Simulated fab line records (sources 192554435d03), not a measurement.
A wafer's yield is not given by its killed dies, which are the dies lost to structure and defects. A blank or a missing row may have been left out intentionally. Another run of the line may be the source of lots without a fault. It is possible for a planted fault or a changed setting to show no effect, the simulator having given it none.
fab line records	flow n5Finfet
record lots=24	wafers=72	lastDay=17
route steps=1938 shown BEOL_M12@1616 BEOL_M13@1674
lots that met no fault: from a run of the same line without faults
startH: start of the lot's first displayed wafer, in hours after the record's first day	waitH: hours since the lot's step before	" same as the row above	L1.1+2: a single row standing in for several wafers	- no value, or no start given	* or withheld: withheld	< > ~ a bound
route shown NAME@n: names a module that has steps shown in the file, with the first one's number in the route	usual: mean and standard deviation over wafers with no fault	same: alike in all rows	chamber/n: place in a boat	sites: the reading at each site	_std_site: how widely they spread, as a standard deviation	_edge_site: outer sites' mean less inner sites'	radiusMm: for every site, how far away it sits from the centre of the wafer	mask NAME#n: copy n	behind: the last tool/chamber to shape the wafer	hold: what put the lot on hold/how long, in hours/how the hold closed	device: the n, p or np transistor that did not switch	end of line: the tests these same wafers got at the end of their route	a step with no rows: only its recipe	killed: not the wafer's yield, but the dies lost to structure and defects at the first sort	map: shows each die of a wafer: x if killed, . if not, _ if none is there
set.NAME: the setting as run; set.NAME@STEP: as run at that earlier step	model.NAME: the simulator's own value behind a step, which no gauge read
a sample of lots followed through the steps of the route, with each step as a table and each wafer as a row
services: from which hour (startH, from the record's first day; less than 0 if before it) a tool's chamber was out of use, for how many hours, and why
## steps
# step N5_BEOL_M12_ETCH_59
# recipe chemistry=N2/H2	target=BARC	targetDepthA=890	overetchA=267	timeS=67.9	ionEnergyEv=200	pressureMtorr=30	sourceW=840	biasW=150	n2FlowSccm=200	h2FlowSccm=200
# usual drypumpMotorCurrentA=5.7/0.44	oesProductAu=0.70/0.044	rfVppV=524.6/2.4	showerheadPlenumPTorr=2.57/0.087	throttleValvePct=17.79/0.27
lot.wafer	tool	chamber	startH	waitH	drypumpMotorCurrentA	oesProductAu	rfHoursCounterH	rfVppV	showerheadPlenumPTorr	throttleValvePct
L075.2	rieDiel-06	3	231.58	0.0	5.8	0.69	91	527.4	2.67	17.63
L075.3	"	1	"	"	6.1	0.66	122	521.0	2.43	17.74
L075.6	"	0	"	"	6.1	0.71	-	527.6	2.69	17.54
L074.1	rieDiel-06	1	243.03	0.0	6.1	0.66	126	521.3	2.43	17.75
L074.2	"	2	"	"	5.1	0.71	54	526.0	2.59	17.59
L074.6	"	1	"	"	6.1	0.66	-	521.7	2.43	17.73
L076.1	rieDiel-06	2	243.46	0.0	5.1	0.71	54	524.4	2.59	17.58
L076.3	"	0	"	"	6.1	0.69	78	527.9	2.69	17.55
L076.4	"	1	"	"	6.1	0.66	126	522.1	2.43	17.76
L078.1	rieDiel-02	3	262.19	0.0	4.9	0.66	120	524.2	2.56	17.65
L078.2	"	1	"	"	5.7	0.79	15	525.1	2.59	17.47
L078.5	"	1	"	"	5.7	0.78	-	525.9	2.59	17.48
L077.2	rieDiel-03	0	264.20	0.0	6.1	0.68	126	524.3	2.55	18.29
L077.3	"	1	"	"	5.6	0.73	43	527.7	2.68	17.55
L077.6	"	3	"	"	5.6	0.69	-	524.7	2.58	17.83
L080.1	rieDiel-06	2	264.52	0.0	5.1	0.71	61	525.9	2.58	17.60
L080.2	"	3	"	"	5.8	0.68	104	528.1	2.67	17.66
L080.6	"	0	"	"	6.1	0.69	-	527.5	2.69	17.58
L079.1	rieDiel-06	1	268.26	0.0	6.1	0.65	134	521.6	2.43	17.76
L079.5	"	2	"	"	5.1	0.70	-	524.6	2.58	17.60
L079.6	"	1	"	"	6.1	0.66	-	521.9	2.43	17.76
L081.3	rieDiel-03	0	271.31	0.0	6.2	0.68	129	523.1	2.55	18.30
L081.4	"	1	"	"	5.7	0.73	47	530.1	2.68	17.56
L081.5	"	3	"	"	5.7	0.68	-	524.2	2.58	17.84
L082.1	rieDiel-02	2	286.25	0.0	5.6	0.79	15	520.5	2.48	17.60
L082.3	"	0	"	"	6.5	0.73	68	520.3	2.47	18.18
L082.4	"	1	"	"	5.7	0.77	24	526.3	2.59	17.49
L084.2	rieDiel-02	2	298.66	0.0	5.6	0.78	18	522.5	2.48	17.59
L084.4	"	0	"	"	6.5	0.73	72	522.0	2.47	18.18
L084.5	"	0	"	"	6.4	0.72	-	523.1	2.47	18.16
L085.1	rieDiel-02	0	298.93	0.0	6.5	0.73	72	520.5	2.47	18.16
L085.3	"	2	"	"	5.6	0.78	18	523.2	2.47	17.60
L085.6	"	3	"	"	4.9	0.66	-	523.1	2.56	17.66
L083.4	rieDiel-02	1	299.25	0.0	5.7	0.77	28	524.3	2.58	17.48
L083.5	"	3	"	"	4.9	0.65	-	525.5	2.56	17.64
L083.6	"	2	"	"	5.6	0.77	-	522.3	2.47	17.59
L086.2	rieDiel-02	3	302.97	0.0	4.9	0.66	134	523.9	2.56	17.66
L086.4	"	2	"	"	5.6	0.78	20	521.9	2.47	17.60
L086.6	"	3	"	"	4.9	0.65	-	523.0	2.56	17.67
L087.1	rieDiel-03	0	305.70	0.0	6.2	0.67	142	525.3	2.54	18.34
L087.3	"	1	"	"	5.6	0.71	60	528.3	2.68	17.59
L087.6	"	3	"	"	5.6	0.68	-	525.2	2.57	17.85
L088.1	rieDiel-02	3	312.58	0.0	4.9	0.65	137	524.3	2.56	17.64
L088.5	"	2	"	"	5.6	0.77	-	522.7	2.47	17.58
L088.6	"	3	"	"	4.9	0.65	-	523.0	2.56	17.66
L091.1	rieDiel-03	3	335.97	0.0	5.7	0.67	110	523.2	2.57	17.87
L091.2	"	2	"	"	5.5	0.71	92	528.9	2.69	18.29
L091.4	"	1	"	"	5.6	0.71	71	527.4	2.67	17.62
L089.3	rieDiel-03	2	339.08	0.0	5.5	0.69	94	528.1	2.69	18.26
L089.4	"	0	"	"	6.1	0.66	156	524.1	2.54	18.32
L089.5	"	2	"	"	5.5	0.69	-	527.1	2.69	18.26
L090.2	rieDiel-06	3	342.21	0.0	5.8	0.66	130	527.8	2.65	17.72
L090.5	"	0	"	"	6.2	0.66	-	527.0	2.68	17.62
L090.6	"	1	"	"	6.1	0.63	-	522.2	2.42	17.83
L093.3	rieDiel-03	3	343.91	0.0	5.6	0.67	114	524.8	2.56	17.86
L093.4	"	0	"	"	6.2	0.66	158	524.3	2.54	18.36
L093.5	"	2	"	"	5.5	0.70	-	526.4	2.69	18.27
L092.2	rieDiel-03	3	350.57	0.0	5.7	0.66	118	523.7	2.56	17.89
L092.3	"	0	"	"	6.1	0.65	162	521.7	2.53	18.37
L092.4	"	2	"	"	5.5	0.70	100	526.2	2.69	18.28
L095.4	rieDiel-06	1	366.76	0.0	6.1	0.62	171	520.6	2.41	17.84
L095.5	"	2	"	"	5.1	0.67	-	525.6	2.57	17.66
L095.6	"	1	"	"	6.1	0.63	-	519.7	2.41	17.82
L094.2	rieDiel-06	1	367.17	0.0	6.1	0.62	171	521.5	2.41	17.83
L094.3	"	0	"	"	6.1	0.66	125	527.1	2.67	17.64
L094.5	"	1	"	"	6.1	0.62	-	520.4	2.41	17.84
L096.2	rieDiel-02	3	372.22	0.0	4.9	0.64	149	523.2	2.55	17.70
L096.3	"	2	"	"	5.6	0.76	35	522.2	2.47	17.60
L096.6	"	3	"	"	4.9	0.65	-	523.3	2.55	17.66
L097.1	rieDiel-02	2	373.74	0.0	5.6	0.75	36	522.5	2.47	17.62
L097.3	"	0	"	"	6.4	0.71	88	521.1	2.47	18.20
L097.4	"	3	"	"	4.9	0.64	149	525.0	2.55	17.66
# step N5_BEOL_M12_OVL_MEAS_29
# recipe pointsPerWafer=44
# usual M12_OVL=4/5.4
lot.wafer	tool	chamber	startH	waitH	M12_OVL[nm]
L075.2	overlay-01	0	232.52	0.0	3
L075.3	"	0	"	"	2
L075.6	"	0	"	"	2
L074.1	overlay-01	0	243.97	0.0	8
L074.2	"	0	"	"	3
L074.6	"	0	"	"	-1
L076.1	overlay-01	0	244.27	0.0	-3
L076.3	"	0	"	"	-3
L076.4	"	0	"	"	0
L078.1	overlay-01	0	263.00	0.0	4
L078.2	"	0	"	"	7
L078.5	"	0	"	"	-6
L077.2	overlay-02	0	265.14	0.0	3
L077.3	"	0	"	"	6
L077.6	"	0	"	"	5
L080.1	overlay-01	0	265.46	0.0	-2
L080.2	"	0	"	"	1
L080.6	"	0	"	"	-2
L079.1	overlay-01	0	269.08	0.0	6
L079.5	"	0	"	"	2
L079.6	"	0	"	"	3
L081.3	overlay-02	0	272.13	0.0	4
L081.4	"	0	"	"	7
L081.5	"	0	"	"	-2
L082.1	overlay-01	0	287.19	0.0	13
L082.3	"	0	"	"	16
L082.4	"	0	"	"	4
L084.2	overlay-01	0	299.49	0.0	8
L084.4	"	0	"	"	7
L084.5	"	0	"	"	10
L085.1	overlay-02	0	299.87	0.0	-1
L085.3	"	0	"	"	0
L085.6	"	0	"	"	4
L083.4	overlay-02	0	300.20	0.0	-3
L083.5	"	0	"	"	6
L083.6	"	0	"	"	-2
L086.2	overlay-02	0	304.00	0.0	1
L086.4	"	0	"	"	2
L086.6	"	0	"	"	-8
L087.1	overlay-01	0	306.51	0.0	-7
L087.3	"	0	"	"	6
L087.6	"	0	"	"	-2
L088.1	overlay-01	0	313.39	0.0	4
L088.5	"	0	"	"	3
L088.6	"	0	"	"	2
L091.1	overlay-01	0	336.79	0.0	4
L091.2	"	0	"	"	5
L091.4	"	0	"	"	8
L089.3	overlay-02	0	340.03	0.0	1
L089.4	"	0	"	"	9
L089.5	"	0	"	"	14
L090.2	overlay-01	0	343.15	0.0	1
L090.5	"	0	"	"	7
L090.6	"	0	"	"	5
L093.3	overlay-01	0	344.86	0.0	12
L093.4	"	0	"	"	7
L093.5	"	0	"	"	13
L092.2	overlay-02	0	351.51	0.0	15
L092.3	"	0	"	"	7
L092.4	"	0	"	"	3
L095.4	overlay-02	0	367.61	0.0	2
L095.5	"	0	"	"	-1
L095.6	"	0	"	"	1
L094.2	overlay-02	0	368.01	0.1	-10
L094.3	"	0	"	"	0
L094.5	"	0	"	"	1
L096.2	overlay-02	0	373.16	0.0	13
L096.3	"	0	"	"	2
L096.6	"	0	"	"	8
L097.1	overlay-02	0	374.55	0.0	-7
L097.3	"	0	"	"	-6
L097.4	"	0	"	"	0
# step N5_BEOL_M12_ANNEAL_48
# recipe tempC=225	timeS=90	ambient=N2
# usual wafer_temp_C_max=225.87/0.25
lot.wafer	tool	chamber	startH	waitH	wafer_temp_C_max
L075.2	rtpAnneal-01	0	236.34	0.6	225.90
L075.3	"	0	"	"	226.27
L075.6	"	0	"	"	226.09
L074.1	rtpAnneal-01	0	247.67	0.1	226.13
L074.2	"	0	"	"	225.88
L074.6	"	0	"	"	226.30
L076.1	rtpAnneal-01	0	252.06	0.1	226.19
L076.3	"	0	"	"	225.96
L076.4	"	0	"	"	226.16
L078.1	rtpAnneal-01	0	267.31	0.5	226.02
L078.2	"	0	"	"	226.10
L078.5	"	0	"	"	225.93
L077.2	rtpAnneal-02	0	267.70	0.5	225.52
L077.3	"	0	"	"	225.94
L077.6	"	0	"	"	225.77
L080.1	rtpAnneal-02	0	267.92	0.3	225.84
L080.2	"	0	"	"	225.67
L080.6	"	0	"	"	225.68
L079.1	rtpAnneal-01	0	273.25	0.3	225.80
L079.5	"	0	"	"	225.66
L079.6	"	0	"	"	225.87
L081.3	rtpAnneal-02	0	274.12	0.2	226.17
L081.4	"	0	"	"	225.67
L081.5	"	0	"	"	225.86
L082.1	rtpAnneal-02	0	290.39	0.3	225.90
L082.3	"	0	"	"	225.43
L082.4	"	0	"	"	225.66
L084.2	rtpAnneal-02	0	302.40	0.7	226.12
L084.4	"	0	"	"	225.50
L084.5	"	0	"	"	226.11
L085.1	rtpAnneal-02	0	303.80	0.1	225.86
L085.3	"	0	"	"	225.89
L085.6	"	0	"	"	225.77
L083.4	rtpAnneal-01	0	304.81	0.2	226.42
L083.5	"	0	"	"	225.89
L083.6	"	0	"	"	225.99
L086.2	rtpAnneal-02	0	310.79	0.1	225.87
L086.4	"	0	"	"	226.02
L086.6	"	0	"	"	226.09
L087.1	rtpAnneal-02	0	313.05	0.2	225.77
L087.3	"	0	"	"	225.65
L087.6	"	0	"	"	225.57
L088.1	rtpAnneal-02	0	319.29	0.5	226.17
L088.5	"	0	"	"	226.34
L088.6	"	0	"	"	225.32
L091.1	rtpAnneal-01	0	342.14	0.2	226.15
L091.2	"	0	"	"	225.75
L091.4	"	0	"	"	226.16
L089.3	rtpAnneal-02	0	342.32	0.2	225.89
L089.4	"	0	"	"	225.70
L089.5	"	0	"	"	225.57
L090.2	rtpAnneal-01	0	345.71	0.1	225.92
L090.5	"	0	"	"	226.39
L090.6	"	0	"	"	225.99
L093.3	rtpAnneal-02	0	349.23	0.6	225.86
L093.4	"	0	"	"	225.79
L093.5	"	0	"	"	225.87
L092.2	rtpAnneal-01	0	355.12	0.1	226.07
L092.3	"	0	"	"	226.17
L092.4	"	0	"	"	225.94
L095.4	rtpAnneal-02	0	370.82	0.9	225.72
L095.5	"	0	"	"	225.85
L095.6	"	0	"	"	225.63
L094.2	rtpAnneal-02	0	371.00	0.9	225.79
L094.3	"	0	"	"	226.03
L094.5	"	0	"	"	225.62
L096.2	rtpAnneal-01	0	378.59	0.2	226.23
L096.3	"	0	"	"	226.08
L096.6	"	0	"	"	226.17
L097.1	rtpAnneal-02	0	379.79	0.5	225.44
L097.3	"	0	"	"	225.62
L097.4	"	0	"	"	225.55
# step N5_BEOL_M13_VIA_ETCH_16
# recipe chemistry=C4F8/O2/Ar	target=SiOC	pressureMtorr=30	sourceW=3000	biasW=700	Ar_flow_sccm=400	C4F8_flow_sccm=15	O2_flow_sccm=8	heInnerTorr=15	heOuterTorr=30	targetDepthA=9217	timeS=withheld	ionEnergyEv=250	ends=cleared
# usual drypumpMotorCurrentA=5.8/0.51	oesProductAu=0.71/0.069	rfVppV=665.3/2.8	showerheadPlenumPTorr=3.42/0.088	throttleValvePct=24.3/0.35
lot.wafer	tool	chamber	startH	waitH	drypumpMotorCurrentA	oesProductAu	rfVppV	showerheadPlenumPTorr	throttleValvePct
L075.2	rieDiel-04	3	238.83	0.0	5.4	0.89	669.0	3.49	23.7
L075.3	"	2	"	"	6.5	0.66	660.8	3.32	24.8
L075.6	"	2	"	"	6.5	0.65	662.5	3.32	24.8
L074.1	rieDiel-05	1	249.23	0.0	5.8	0.65	661.4	3.27	24.5
L074.2	"	2	"	"	5.2	0.65	664.6	3.40	24.1
L074.6	"	0	"	"	5.7	0.70	669.0	3.57	23.9
L076.1	rieDiel-04	2	253.47	0.0	6.5	0.65	661.3	3.32	24.8
L076.3	"	1	"	"	5.6	0.68	664.9	3.44	24.3
L076.4	"	2	"	"	6.5	0.65	660.9	3.32	24.8
L078.1	rieDiel-01	0	268.73	0.0	6.7	0.75	670.2	3.57	24.1
L078.2	"	1	"	"	5.5	0.75	664.2	3.43	23.7
L078.5	"	0	"	"	6.7	0.74	671.2	3.57	24.1
L077.2	rieDiel-01	3	269.20	0.0	5.2	0.74	665.7	3.46	24.4
L077.3	"	0	"	"	6.7	0.75	671.4	3.57	24.1
L077.6	"	3	"	"	5.2	0.75	666.6	3.46	24.4
L080.1	rieDiel-04	2	269.35	0.0	6.5	0.64	661.9	3.32	24.8
L080.2	"	3	"	"	5.4	0.84	667.5	3.48	23.7
L080.6	"	0	"	"	6.5	0.88	667.9	3.49	24.0
L079.1	rieDiel-05	3	274.66	0.0	6.3	0.70	666.5	3.44	24.7
L079.5	"	0	"	"	5.7	0.69	668.3	3.56	23.9
L079.6	"	1	"	"	5.8	0.65	661.2	3.27	24.5
L081.3	rieDiel-01	3	275.45	0.0	5.3	0.73	665.5	3.46	24.4
L081.4	"	0	"	"	6.8	0.74	670.0	3.57	24.1
L081.5	"	3	"	"	5.2	0.73	666.2	3.46	24.4
L082.1	rieDiel-05	3	291.82	0.0	6.3	0.69	666.4	3.44	24.7
L082.3	"	1	"	"	5.8	0.64	662.0	3.27	24.5
L082.4	"	0	"	"	5.7	0.69	669.8	3.56	23.9
L084.2	rieDiel-04	2	304.00	0.0	6.5	0.64	661.4	3.31	24.8
L084.4	"	1	"	"	5.6	0.66	665.3	3.43	24.3
L084.5	"	0	"	"	6.5	0.85	667.4	3.49	24.1
L085.1	rieDiel-01	0	305.32	0.0	6.7	0.74	668.7	3.56	24.1
L085.3	"	1	"	"	5.5	0.74	667.3	3.43	23.7
L085.6	"	2	"	"	5.3	0.77	664.3	3.35	24.3
L083.4	rieDiel-05	1	306.37	0.1	5.8	0.65	662.2	3.27	24.5
L083.5	"	3	"	"	6.3	0.70	665.6	3.44	24.7
L083.6	"	1	"	"	5.8	0.65	660.7	3.27	24.5
L086.2	rieDiel-04	2	312.32	0.0	6.5	0.64	662.0	3.31	24.8
L086.4	"	1	"	"	5.6	0.66	664.3	3.43	24.3
L086.6	"	0	"	"	6.5	0.83	667.6	3.48	24.1
L087.1	rieDiel-05	3	314.58	0.0	6.3	0.70	665.5	3.44	24.8
L087.3	"	2	"	"	5.2	0.65	663.7	3.39	24.1
L087.6	"	3	"	"	6.3	0.69	665.1	3.44	24.7
L088.1	rieDiel-05	2	321.01	0.0	5.2	0.65	664.0	3.39	24.1
L088.5	"	1	"	"	5.8	0.64	660.1	3.26	24.5
L088.6	"	3	"	"	6.3	0.68	665.5	3.44	24.7
L091.1	rieDiel-01	3	343.55	0.0	5.2	0.72	666.6	3.45	24.5
L091.2	"	1	"	"	5.5	0.74	665.3	3.42	23.7
L091.4	"	2	"	"	5.3	0.77	663.5	3.35	24.3
L089.3	rieDiel-04	0	343.76	0.0	6.5	0.82	667.1	3.48	24.1
L089.4	"	3	"	"	5.4	0.80	667.7	3.47	23.7
L089.5	"	1	"	"	5.6	0.66	666.3	3.42	24.3
L090.2	rieDiel-01	3	347.20	0.0	5.2	0.72	667.4	3.45	24.5
L090.5	"	3	"	"	5.2	0.72	666.7	3.44	24.5
L090.6	"	0	"	"	6.7	0.74	669.6	3.56	24.1
L093.3	rieDiel-05	2	350.83	0.0	5.2	0.63	664.6	3.38	24.1
L093.4	"	3	"	"	6.3	0.68	667.2	3.43	24.8
L093.5	"	1	"	"	5.8	0.63	661.9	3.26	24.5
L092.2	rieDiel-04	1	356.49	0.0	5.6	0.65	663.9	3.42	24.3
L092.3	"	3	"	"	5.4	0.78	668.8	3.47	23.7
L092.4	"	0	"	"	6.5	0.81	666.4	3.48	24.1
L095.4	rieDiel-05	2	372.09	0.0	5.2	0.64	663.1	3.38	24.1
L095.5	"	3	"	"	6.3	0.68	664.4	3.43	24.8
L095.6	"	0	"	"	5.7	0.67	668.8	3.55	24.0
L094.2	rieDiel-05	2	372.50	0.0	5.2	0.63	664.2	3.38	24.1
L094.3	"	1	"	"	5.8	0.62	658.9	3.26	24.5
L094.5	"	0	"	"	5.7	0.68	668.7	3.55	23.9
L096.2	rieDiel-04	1	380.33	0.0	5.6	0.65	665.2	3.42	24.3
L096.3	"	3	"	"	5.4	0.78	665.6	3.47	23.7
L096.6	"	1	"	"	5.6	0.65	665.2	3.42	24.3
L097.1	rieDiel-01	3	381.37	0.0	5.2	0.71	666.0	3.44	24.5
L097.3	"	2	"	"	5.4	0.76	662.1	3.34	24.4
L097.4	"	0	"	"	6.7	0.72	667.7	3.55	24.1
# step N5_BEOL_M13_ETCH_68
# recipe chemistry=N2/H2	target=SOC	maskMaterial=SiARC	sourceW=3000	biasW=350	tempC=40	timeS=355	ionEnergyEv=200	pressureMtorr=30	n2FlowSccm=200	h2FlowSccm=200
# usual drypumpMotorCurrentA=5.8/0.54	oesProductAu=0.80/0.076	rfVppV=523.9/2.3	showerheadPlenumPTorr=2.55/0.078	throttleValvePct=17.81/0.27
lot.wafer	tool	chamber	startH	waitH	drypumpMotorCurrentA	oesProductAu	rfHoursCounterH	rfVppV	showerheadPlenumPTorr	throttleValvePct
L075.2	rieDiel-05	2	239.87	0.1	5.2	0.73	189	523.9	2.53	17.74
L075.3	"	0	"	"	5.7	0.78	120	528.0	2.67	17.55
L075.6	"	2	"	"	5.2	0.74	-	524.3	2.53	17.76
L074.1	rieDiel-01	3	250.42	0.1	5.2	0.83	69	525.1	2.57	17.92
L074.2	"	0	"	"	6.7	0.83	75	528.5	2.70	17.78
L074.6	"	0	"	"	6.8	0.84	-	528.4	2.70	17.78
L076.1	rieDiel-04	2	254.58	0.1	6.5	0.73	161	519.6	2.44	18.12
L076.3	"	1	"	"	5.6	0.75	139	525.1	2.56	17.98
L076.4	"	2	"	"	6.5	0.72	-	520.5	2.44	18.12
L078.1	rieDiel-05	1	269.78	0.1	5.8	0.73	178	518.9	2.43	18.11
L078.2	"	3	"	"	6.3	0.79	123	524.2	2.54	18.12
L078.5	"	3	"	"	6.3	0.78	-	525.0	2.54	18.13
L077.2	rieDiel-01	3	270.24	0.1	5.2	0.82	75	524.2	2.56	17.93
L077.3	"	1	"	"	5.5	0.83	96	525.3	2.58	17.43
L077.6	"	1	"	"	5.5	0.84	-	524.9	2.58	17.45
L080.1	rieDiel-04	2	270.68	0.1	6.5	0.71	168	520.8	2.43	18.14
L080.2	"	1	"	"	5.5	0.75	145	524.5	2.56	17.98
L080.6	"	1	"	"	5.6	0.74	-	523.3	2.56	17.99
L079.1	rieDiel-01	2	275.85	0.1	5.3	0.88	42	521.4	2.47	17.68
L079.5	"	2	"	"	5.3	0.87	-	520.4	2.47	17.67
L079.6	"	1	"	"	5.5	0.84	-	524.3	2.58	17.44
L081.3	rieDiel-05	2	276.71	0.1	5.2	0.72	200	523.6	2.53	17.76
L081.4	"	3	"	"	6.3	0.77	126	524.3	2.54	18.13
L081.5	"	1	"	"	5.8	0.72	-	520.5	2.42	18.11
L082.1	rieDiel-04	2	292.98	0.1	6.5	0.72	175	523.6	2.43	18.16
L082.3	"	0	"	"	6.5	0.95	8	525.2	2.62	17.68
L082.4	"	1	"	"	5.6	0.73	152	524.3	2.56	18.01
L084.2	rieDiel-04	1	305.37	0.1	5.6	0.73	156	524.5	2.55	18.02
L084.4	"	2	"	"	6.5	0.71	179	521.4	2.43	18.17
L084.5	"	1	"	"	5.6	0.74	-	523.6	2.55	18.03
L085.1	rieDiel-04	3	306.48	0.1	5.4	0.91	25	525.0	2.60	17.33
L085.3	"	0	"	"	6.5	0.93	13	526.0	2.62	17.71
L085.6	"	1	"	"	5.6	0.74	-	523.4	2.55	18.00
L083.4	rieDiel-01	3	307.53	0.1	5.2	0.81	86	524.8	2.56	17.96
L083.5	"	3	"	"	5.2	0.80	-	524.7	2.56	17.97
L083.6	"	0	"	"	6.7	0.82	-	528.5	2.69	17.82
L086.2	rieDiel-01	0	313.37	0.1	6.7	0.81	94	525.8	2.69	17.81
L086.4	"	2	"	"	5.4	0.86	53	521.0	2.47	17.70
L086.6	"	0	"	"	6.7	0.83	-	527.0	2.69	17.80
L087.1	rieDiel-01	3	315.62	0.1	5.2	0.81	89	523.4	2.56	17.96
L087.3	"	1	"	"	5.5	0.81	108	524.7	2.57	17.46
L087.6	"	2	"	"	5.4	0.86	-	521.2	2.47	17.70
L088.1	rieDiel-01	2	322.06	0.1	5.4	0.84	56	522.2	2.47	17.70
L088.5	"	3	"	"	5.2	0.80	-	523.8	2.56	17.97
L088.6	"	2	"	"	5.4	0.85	-	521.9	2.47	17.70
L091.1	rieDiel-01	2	344.71	0.1	5.3	0.85	63	520.9	2.47	17.72
L091.2	"	1	"	"	5.5	0.82	116	523.6	2.57	17.48
L091.4	"	3	"	"	5.2	0.80	97	523.7	2.56	17.97
L089.3	rieDiel-04	2	345.57	0.1	6.5	0.71	192	521.8	2.42	18.18
L089.4	"	1	"	"	5.6	0.73	170	522.4	2.55	18.04
L089.5	"	2	"	"	6.5	0.70	-	520.6	2.42	18.17
L090.2	rieDiel-04	3	348.24	0.1	5.4	0.88	38	524.0	2.59	17.36
L090.5	"	3	"	"	5.4	0.89	-	526.1	2.59	17.35
L090.6	"	2	"	"	6.4	0.69	-	519.7	2.42	18.17
L093.3	rieDiel-04	3	352.00	0.1	5.4	0.88	39	526.7	2.59	17.35
L093.4	"	0	"	"	6.5	0.89	26	525.4	2.61	17.73
L093.5	"	3	"	"	5.4	0.88	-	524.5	2.59	17.38
L092.2	rieDiel-04	3	357.67	0.1	5.4	0.87	41	523.7	2.59	17.36
L092.3	"	2	"	"	6.4	0.69	196	520.5	2.42	18.19
L092.4	"	1	"	"	5.6	0.71	173	521.8	2.55	18.04
L095.4	rieDiel-04	2	373.14	0.1	6.4	0.70	201	519.6	2.42	18.19
L095.5	"	1	"	"	5.6	0.72	-	524.3	2.54	18.04
L095.6	"	0	"	"	6.5	0.89	-	525.7	2.61	17.73
L094.2	rieDiel-05	3	373.66	0.1	6.3	0.75	159	524.0	2.52	18.19
L094.3	"	1	"	"	5.8	0.69	212	520.0	2.41	18.16
L094.5	"	1	"	"	5.8	0.70	-	519.6	2.41	18.17
L096.2	rieDiel-04	1	381.56	0.1	5.6	0.71	180	523.3	2.54	18.06
L096.3	"	0	"	"	6.5	0.89	35	527.1	2.61	17.75
L096.6	"	0	"	"	6.5	0.88	-	526.9	2.61	17.75
L097.1	rieDiel-04	1	382.66	0.1	5.5	0.71	181	522.7	2.54	18.04
L097.3	"	0	"	"	6.5	0.88	36	525.6	2.61	17.75
L097.4	"	2	"	"	6.5	0.69	204	520.3	2.42	18.21
# step N5_BEOL_M13_ANNEAL_48
# recipe tempC=225	timeS=90	ambient=N2
# usual wafer_temp_C_max=225.75/0.23
lot.wafer	tool	chamber	startH	waitH	wafer_temp_C_max
L075.2	rtpAnneal-02	0	241.77	0.2	225.41
L075.3	"	0	"	"	225.66
L075.6	"	0	"	"	225.81
L074.1	rtpAnneal-01	0	254.47	0.7	225.79
L074.2	"	0	"	"	225.85
L074.6	"	0	"	"	225.87
L076.1	rtpAnneal-02	0	256.66	0.1	226.03
L076.3	"	0	"	"	225.80
L076.4	"	0	"	"	225.68
L077.2	rtpAnneal-02	0	272.68	0.2	225.67
L077.3	"	0	"	"	225.79
L077.6	"	0	"	"	225.90
L078.1	rtpAnneal-01	0	272.71	0.1	225.67
L078.2	"	0	"	"	226.03
L078.5	"	0	"	"	225.67
L080.1	rtpAnneal-02	0	272.91	0.2	225.83
L080.2	"	0	"	"	225.68
L080.6	"	0	"	"	226.01
L079.1	rtpAnneal-02	0	277.19	0.1	225.38
L079.5	"	0	"	"	225.18
L079.6	"	0	"	"	225.72
L081.3	rtpAnneal-02	0	280.68	0.2	225.84
L081.4	"	0	"	"	225.71
L081.5	"	0	"	"	225.53
L082.1	rtpAnneal-02	0	295.86	0.1	225.30
L082.3	"	0	"	"	225.50
L082.4	"	0	"	"	225.47
L085.1	rtpAnneal-02	0	310.42	0.1	225.84
L085.3	"	0	"	"	225.82
L085.6	"	0	"	"	225.48
L084.2	rtpAnneal-01	0	310.64	0.2	226.41
L084.4	"	0	"	"	226.15
L084.5	"	0	"	"	226.14
L083.4	rtpAnneal-01	0	311.00	0.3	225.61
L083.5	"	0	"	"	225.64
L083.6	"	0	"	"	225.52
L086.2	rtpAnneal-01	0	317.88	0.2	225.73
L086.4	"	0	"	"	225.62
L086.6	"	0	"	"	225.81
L087.1	rtpAnneal-01	0	319.69	0.5	225.86
L087.3	"	0	"	"	226.17
L087.6	"	0	"	"	225.93
L088.1	rtpAnneal-02	0	325.98	0.1	225.44
L088.5	"	0	"	"	225.47
L088.6	"	0	"	"	225.69
L091.1	rtpAnneal-02	0	346.73	0.1	225.65
L091.2	"	0	"	"	225.41
L091.4	"	0	"	"	225.60
L089.3	rtpAnneal-01	0	347.78	0.2	225.71
L089.4	"	0	"	"	226.05
L089.5	"	0	"	"	226.02
L090.2	rtpAnneal-02	0	351.80	0.2	225.78
L090.5	"	0	"	"	225.97
L090.6	"	0	"	"	225.76
L093.3	rtpAnneal-02	0	355.20	0.2	225.79
L093.4	"	0	"	"	225.84
L093.5	"	0	"	"	225.74
L092.2	rtpAnneal-02	0	363.70	0.2	225.63
L092.3	"	0	"	"	225.86
L092.4	"	0	"	"	225.58
L095.4	rtpAnneal-02	0	378.67	0.2	225.92
L095.5	"	0	"	"	225.74
L095.6	"	0	"	"	225.71
L094.2	rtpAnneal-02	0	379.03	0.3	225.83
L094.3	"	0	"	"	225.90
L094.5	"	0	"	"	225.69
L096.2	rtpAnneal-01	0	384.42	0.2	226.06
L096.3	"	0	"	"	225.62
L096.6	"	0	"	"	226.23
L097.1	rtpAnneal-01	0	387.30	0.3	225.76
L097.3	"	0	"	"	225.74
L097.4	"	0	"	"	225.87
## services
tool	chamber	startH	hours	kind
rieDiel-02	2	220.79	6.6	repair
rieDiel-02	3	222.10	1.4	repair
rieDiel-02	2	227.67	-	clean
rieDiel-02	2	227.67	-	consumableReplace:focusRing
rieDiel-02	2	227.67	19.5	scheduledDown
rieDiel-02	2	227.67	19.5	ventCycle
rtpAnneal-02	-	236.21	4.7	pm
rieDiel-04	0	239.05	-	clean
rieDiel-04	0	239.05	-	consumableReplace:focusRing
rieDiel-04	0	239.05	24.7	scheduledDown
rieDiel-04	0	239.05	24.7	ventCycle
rieDiel-03	2	246.73	2.6	repair
rieDiel-01	1	286.80	6.7	repair
rieDiel-05	0	300.39	21.1	repair
rieDiel-05	2	303.66	4.9	repair
rieDiel-06	-	307.32	2.8	pm
rieDiel-02	-	329.88	24.2	repair
rieDiel-05	0	334.70	17.2	repair
rieDiel-01	3	375.65	2.5	repair
rieDiel-06	2	386.98	7.8	repair
## key
fault none
